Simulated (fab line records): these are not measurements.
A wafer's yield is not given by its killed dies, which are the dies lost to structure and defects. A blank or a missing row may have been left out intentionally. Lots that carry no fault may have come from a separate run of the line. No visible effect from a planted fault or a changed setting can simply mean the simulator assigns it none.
fab line records    flow nand_harc
record lots=13  wafers=39  last_day=34
route steps=1302 shown A_CONTACT@1054 END@1302
lots untouched by any fault: they come from a run of this same line in which no faults occurred
start_h: hours from the record's opening day to when the first of the lot's shown wafers began    wait_h: time in hours since the lot's previous step    " as in the row above    L1.1+2: a single row standing in for several wafers    - value missing, or start not given    * or withheld: withheld    < > ~ a bound
route shown NAME@n: NAME is a module with steps in the file, n the number in the route of the first one    usual: mean/standard deviation of fault-free wafers    same: alike in all rows    chamber/n: place in a boat    sites: each site's reading    _std_site: their standard deviation    _edge_site: the outer-site mean with the inner-site mean subtracted    radius_mm: for every site, how far away it sits from the centre of the wafer    mask NAME#n: copy n    behind: the most recent tool/chamber to have shaped the wafer    hold: the reason the lot was held/the length of the hold in hours/how it ended    device: whichever transistor did not switch (one of n, p or np)    end of line: the route-end tests of the same wafers    step lacking rows: just its recipe    killed: the dies lost at the first sort to structure and to defects; this is not the yield of the wafer    map: dies across one wafer; x = killed, . = not, _ = none there
set.NAME: the setting as run; set.NAME@STEP: as run at that earlier step    model.NAME: the simulator's own value behind a step, which no gauge read
one table for each step of the route and one row for each wafer, over a sample of lots
services: the hour from which a tool's chamber was out of use, counted from the record's first day as start_h (under 0 if before that day), plus the number of hours and why
## steps
# step NHARC_A_CONTACT_ETCH_131
# recipe source_w=withheld  pressure_mtorr=20  bias_v=3000  time_s=197  target_depth_a=19180  ar_flow_sccm=withheld  c4f8_flow_sccm=withheld  o2_flow_sccm=withheld  chemistry=C4F8/O2/Ar
lot.wafer  tool             chamber  start_h  wait_h  rf_hours_counter_h
L748.1     har_cap_etch-02  0        529.60   0.1     84
L748.4     "                0        "        "       -
L748.6     "                0        "        "       -
L752.3     har_cap_etch-02  0        552.61   0.1     -
L752.6     "                1        "        "       -
L752.5     "                0        "        "       -
L753.2     har_cap_etch-02  0        556.15   0.1     91
L753.4     "                1        "        "       -
L753.5     "                0        "        "       -
L755.2     har_cap_etch-01  0        569.22   0.1     14
L755.6     "                1        "        "       -
L755.5     "                0        "        "       -
L754.4     har_cap_etch-03  1        571.07   0.1     -
L754.5     "                0        "        "       -
L754.6     "                1        "        "       -
L756.2     har_cap_etch-02  0        597.48   0.2     96
L756.1     "                1        "        "       96
L756.4     "                1        "        "       -
L764.1     har_cap_etch-01  0        687.22   0.1     33
L764.4     "                1        "        "       -
L764.5     "                0        "        "       -
L766.1     har_cap_etch-01  1        694.38   0.1     34
L766.4     "                1        "        "       -
L766.3     "                0        "        "       -
L765.1     har_cap_etch-03  1        696.03   0.2     77
L765.2     "                0        "        "       77
L765.3     "                0        "        "       -
L767.1     har_cap_etch-02  0        699.01   0.1     115
L767.2     "                1        "        "       115
L767.4     "                1        "        "       -
L768.1     har_cap_etch-01  1        701.13   0.1     36
L768.2     "                0        "        "       36
L768.5     "                1        "        "       -
L771.2     har_cap_etch-02  1        732.49   0.1     120
L771.6     "                0        "        "       -
L771.5     "                1        "        "       -
L770.1     har_cap_etch-01  1        750.72   0.1     44
L770.2     "                0        "        "       44
L770.6     "                0        "        "       -
# step NHARC_A_CONTACT_CD_MEAS_80
# usual cd_nm=289.1/1.1
lot.wafer  tool       chamber  start_h  wait_h  cd_nm
L748.1     cd_sem-02  -        530.95   -       289.9
L748.4     "          -        "        "       289.3
L748.6     "          -        "        "       289.3
L752.3     cd_sem-03  -        553.88   -       288.9
L752.5     "          -        "        "       287.7
L752.6     "          -        "        "       288.5
L753.2     cd_sem-01  -        557.55   -       287.7
L753.4     "          -        "        "       288.2
L753.5     "          -        "        "       288.1
L755.2     cd_sem-03  -        570.56   -       289.6
L755.5     "          -        "        "       289.7
L755.6     "          -        "        "       289.0
L754.4     cd_sem-01  -        572.35   -       287.0
L754.5     "          -        "        "       287.3
L754.6     "          -        "        "       287.7
L756.1     cd_sem-01  -        599.09   -       290.2
L756.2     "          -        "        "       289.2
L756.4     "          -        "        "       290.2
L764.1     cd_sem-02  -        688.62   -       288.6
L764.4     "          -        "        "       289.5
L764.5     "          -        "        "       288.0
L766.1     cd_sem-01  -        695.73   -       290.1
L766.3     "          -        "        "       289.9
L766.4     "          -        "        "       290.2
L765.1     cd_sem-02  -        697.63   -       288.6
L765.2     "          -        "        "       288.3
L765.3     "          -        "        "       288.2
L767.1     cd_sem-02  -        700.40   -       290.0
L767.2     "          -        "        "       290.3
L767.4     "          -        "        "       290.2
L768.1     cd_sem-01  -        702.49   -       289.3
L768.2     "          -        "        "       290.0
L768.5     "          -        "        "       289.1
L771.2     cd_sem-03  -        733.82   -       290.4
L771.5     "          -        "        "       290.7
L771.6     "          -        "        "       290.2
L770.1     cd_sem-01  -        752.29   -       287.3
L770.2     "          -        "        "       286.7
L770.6     "          -        "        "       287.4
# step NHARC_A_CONTACT_DEP_84
# recipe target_thk_a=28000  temp_c=400  material=aC
# usual susceptor_temp_C=399.98/0.2  throttle_valve_pct=34.999/0.0085
lot.wafer  tool        chamber  start_h  wait_h  susceptor_temp_C  throttle_valve_pct
L748.1     acl_dep-02  0        532.13   -       400.03            34.996
L748.4     "           0        "        "       399.71            34.994
L748.6     "           0        "        "       399.85            34.988
L752.3     acl_dep-03  0        561.14   -       400.44            35.010
L752.5     "           0        "        "       400.48            34.999
L752.6     "           0        "        "       400.31            35.007
L753.2     acl_dep-01  0        564.86   -       399.86            34.994
L753.4     "           0        "        "       399.71            34.997
L753.5     "           0        "        "       400.03            35.000
L755.2     acl_dep-03  0        571.80   -       400.28            34.991
L755.5     "           0        "        "       399.90            34.992
L755.6     "           0        "        "       399.93            34.990
L754.4     acl_dep-03  0        574.16   -       400.05            34.996
L754.5     "           0        "        "       400.05            35.005
L754.6     "           0        "        "       399.97            34.997
L756.1     acl_dep-02  0        601.14   -       400.02            35.003
L756.2     "           0        "        "       399.78            34.998
L756.4     "           0        "        "       400.33            34.999
L764.1     acl_dep-01  0        689.66   -       399.84            35.000
L764.4     "           0        "        "       399.96            34.992
L764.5     "           0        "        "       399.81            35.001
L766.1     acl_dep-01  0        696.68   -       -                 34.984
L766.3     "           0        "        "       -                 35.007
L766.4     "           0        "        "       -                 34.991
L765.1     acl_dep-03  0        698.59   -       -                 34.998
L765.2     "           0        "        "       -                 35.001
L765.3     "           0        "        "       -                 35.008
L767.1     acl_dep-02  0        701.35   -       400.00            35.002
L767.2     "           0        "        "       399.71            34.985
L767.4     "           0        "        "       399.64            35.002
L768.1     acl_dep-02  0        705.55   -       399.76            34.997
L768.2     "           0        "        "       400.03            34.996
L768.5     "           0        "        "       399.87            34.997
L771.2     acl_dep-03  0        742.42   -       400.14            35.001
L771.5     "           0        "        "       400.32            34.998
L771.6     "           0        "        "       399.88            35.003
L770.1     acl_dep-03  0        753.37   -       -                 34.993
L770.2     "           0        "        "       -                 35.001
L770.6     "           0        754.79   -       -                 35.003
# step NHARC_A_CONTACT_INSPECT_10
# usual raw_defect_count=83/32
lot.wafer  tool               chamber  start_h  wait_h  raw_defect_count
L748.1     defect_inspect-02  -        534.74   0.0     80
L748.4     "                  -        "        "       97
L748.6     "                  -        "        "       109
L752.3     defect_inspect-02  -        563.26   0.0     59
L752.5     "                  -        "        "       55
L752.6     "                  -        "        "       70
L753.2     defect_inspect-02  -        567.18   0.0     125
L753.4     "                  -        "        "       123
L753.5     "                  -        "        "       109
L755.2     defect_inspect-02  -        574.10   0.0     447
L755.5     "                  -        "        "       434
L755.6     "                  -        "        "       411
L754.4     defect_inspect-02  -        575.89   0.0     518
L754.5     "                  -        "        "       491
L754.6     "                  -        "        "       460
L756.1     defect_inspect-02  -        603.62   0.0     79
L756.2     "                  -        "        "       98
L756.4     "                  -        "        "       75
L764.1     defect_inspect-02  -        692.22   0.0     100
L764.4     "                  -        "        "       100
L764.5     "                  -        "        "       127
L766.1     defect_inspect-02  -        699.13   0.0     148
L766.3     "                  -        "        "       141
L766.4     "                  -        "        "       150
L765.1     defect_inspect-02  -        701.16   0.0     35
L765.2     "                  -        "        "       42
L765.3     "                  -        "        "       28
L767.1     defect_inspect-01  -        703.96   0.0     69
L767.2     "                  -        "        "       78
L767.4     "                  -        "        "       73
L768.1     defect_inspect-01  -        708.05   0.0     93
L768.2     "                  -        "        "       72
L768.5     "                  -        "        "       83
L771.2     defect_inspect-01  -        744.62   0.0     131
L771.5     "                  -        "        "       157
L771.6     "                  -        "        "       140
L770.1     defect_inspect-01  -        755.84   0.1     100
L770.2     "                  -        "        "       84
L770.6     "                  -        "        "       83
# step NHARC_A_CONTACT_ETCH_138
# recipe source_w=withheld  pressure_mtorr=20  bias_v=1200  time_s=311  target_depth_a=19140  ar_flow_sccm=withheld  c4f8_flow_sccm=withheld  o2_flow_sccm=withheld  chemistry=C4F8/O2/Ar
lot.wafer  tool             chamber  start_h  wait_h  rf_hours_counter_h
L748.1     har_cap_etch-01  1        537.14   0.2     7
L748.4     "                0        "        "       -
L748.6     "                0        "        "       -
L752.3     har_cap_etch-03  1        565.55   0.2     -
L752.6     "                1        "        "       -
L752.5     "                0        "        "       -
L753.2     har_cap_etch-02  0        569.42   0.2     93
L753.4     "                0        "        "       -
L753.5     "                1        "        "       -
L755.2     har_cap_etch-02  1        576.30   0.2     94
L755.6     "                1        "        "       -
L755.5     "                0        "        "       -
L754.4     har_cap_etch-01  1        578.17   0.2     -
L754.5     "                1        "        "       -
L754.6     "                0        "        "       -
L756.2     har_cap_etch-02  1        605.81   0.2     97
L756.1     "                0        "        "       97
L756.4     "                1        "        "       -
L764.1     har_cap_etch-02  1        694.66   0.2     113
L764.4     "                1        "        "       -
L764.5     "                1        "        "       -
L766.1     har_cap_etch-03  1        701.76   0.3     79
L766.4     "                1        "        "       -
L766.3     "                0        "        "       -
L765.1     har_cap_etch-02  1        703.37   0.2     116
L765.2     "                0        "        "       116
L765.3     "                0        "        "       -
L767.2     har_cap_etch-01  1        706.20   0.2     38
L767.1     "                0        "        "       38
L767.4     "                1        "        "       -
L768.2     har_cap_etch-03  0        710.58   0.3     80
L768.1     "                1        "        "       80
L768.5     "                0        "        "       -
L771.2     har_cap_etch-02  0        747.03   0.2     122
L771.5     "                0        "        "       -
L771.6     "                1        "        "       -
L770.2     har_cap_etch-01  0        758.21   0.2     45
L770.1     "                1        "        "       45
L770.6     "                0        "        "       -
# step NHARC_END_SORT_01
# recipe temp_c=25
# usual killed_at_array=57/18  killed_at_other=0.8/1  killed_at_periphery=3.9/2.8  killed_dies=62/18  killed_open=3.4/1.8  killed_short=2.2/1.6
# same gross_dies=677
lot.wafer  tool       chamber  start_h  wait_h  killed_at_array  killed_at_other  killed_at_periphery  killed_dies  killed_open  killed_short
L755.2     prober-01  0        623.23   2.8     97               2                0                    99           4            0
L755.5     prober-01  0        625.60   3.7     97               1                5                    103          2            1
L755.6     prober-01  0        626.39   4.0     105              1                2                    108          3            1
L754.4     prober-01  0        632.57   3.4     119              2                2                    123          1            3
L754.5     prober-01  0        633.38   3.7     143              0                1                    144          3            0
L754.6     prober-01  0        634.18   4.0     133              0                2                    135          4            0
# killed by level:class
L755.2 A_CONTACT:unspecified=62 A_SLIT:chamber_film_flake=21 A_CHANNEL_HOLE_D2:chamber_film_flake=4 A_CHANNEL_FILL_D1:geometric_particle:open=3 A_M0:chamber_film_flake=2 THIN_TSV:chamber_film_flake=2 A_ONON_D1:geometric_particle:open=1 A_CHANNEL_HOLE_D1:chamber_film_flake=1
L755.5 A_CONTACT:unspecified=62 A_SLIT:chamber_film_flake=17 A_CHANNEL_HOLE_D2:chamber_film_flake=7 P_CONTACT:chamber_film_flake=5 A_CHANNEL_HOLE_D1:chamber_film_flake=4 A_CONTACT:chamber_film_flake=3 A_M1:geometric_particle:open=1 A_CHANNEL_FILL_D1:geometric_particle:short=1
L755.6 A_CONTACT:unspecified=66 A_SLIT:chamber_film_flake=22 A_CHANNEL_HOLE_D1:chamber_film_flake=5 A_CHANNEL_HOLE_D2:chamber_film_flake=4 A_CONTACT:chamber_film_flake=2 A_ONON_D1:geometric_particle:open=1 A_DECK1_JOINT:geometric_particle:short=1 A_SLIT:geometric_particle:open=1
L754.4 A_CONTACT:unspecified=68 A_CHANNEL_HOLE_D2:chamber_film_flake=27 A_CHANNEL_HOLE_D1:chamber_film_flake=18 A_ZERO_WELL:chamber_film_flake=2 A_STAIRCASE:chamber_film_flake=2 P_M0:geometric_particle:short=1 A_CHANNEL_FILL_D1:geometric_particle:open=1 A_WL_FILL:geometric_particle:short=1
L754.5 A_CONTACT:unspecified=68 A_CHANNEL_HOLE_D2:chamber_film_flake=32 A_CHANNEL_HOLE_D1:chamber_film_flake=31 A_STAIRCASE:chamber_film_flake=7 A_DECK1_JOINT:chamber_film_flake=2 P_M0:geometric_particle:open=1 A_ONON_D2:geometric_particle:open=1 A_WL_FILL:geometric_particle:open=1
L754.6 A_CONTACT:unspecified=67 A_CHANNEL_HOLE_D2:chamber_film_flake=31 A_CHANNEL_HOLE_D1:chamber_film_flake=29 A_STAIRCASE:chamber_film_flake=3 P_CONTACT:geometric_particle:open=2 A_ONON_D1:geometric_particle:open=1 A_CHANNEL_FILL_D2:geometric_particle:open=1 A_CONTACT:chamber_film_flake=1
## services
tool             chamber  start_h  hours  kind
har_cap_etch-01  0        515.51   -      clean
har_cap_etch-01  1        515.51   -      clean
acl_dep-01       -        549.73   13.0   pm
acl_dep-02       -        606.18   13.0   pm
har_cap_etch-01  -        661.17   0.4    repair
acl_dep-03       -        665.55   13.0   pm
acl_dep-01       -        730.73   13.0   pm
har_cap_etch-02  -        755.06   17.0   pm
har_cap_etch-02  0        755.06   17.0   vent_cycle
har_cap_etch-02  1        755.06   17.0   vent_cycle
## key
first_sign step=NHARC_A_CONTACT_INSPECT_10  reading=raw_defect_count  direction=up  sigmas=12  usual=83  struck=460
effect step=NHARC_END_SORT_01  reading=killed_at_array  direction=up  sigmas=3.2  usual=57  struck=116
more_kills_born_at NHARC_A_CONTACT_DEP_84@acl_dep-03=393
met_at NHARC_A_CONTACT_DEP_84
struck_lots L754,L755
tester_left_out L754,L755
not_acting_at NHARC_A_CONTACT_ETCH_131,NHARC_A_CONTACT_CD_MEAS_80,NHARC_A_CONTACT_ETCH_138
fault kind=chamber_particle_source  tool=acl_dep-03  chamber=-  onset_h=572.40  steps=NHARC_A_CONTACT_DEP_84  rate_per_visit_cm2=0.58377  end_h=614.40
# tester_left_out: of these lots the tester's yield and bins aren't shown, on N5 and GAA mostly nor the transistor test; their killed dies are dies lost to structure and defects alone, not to doping, threshold or leakage, so they don't give the yield
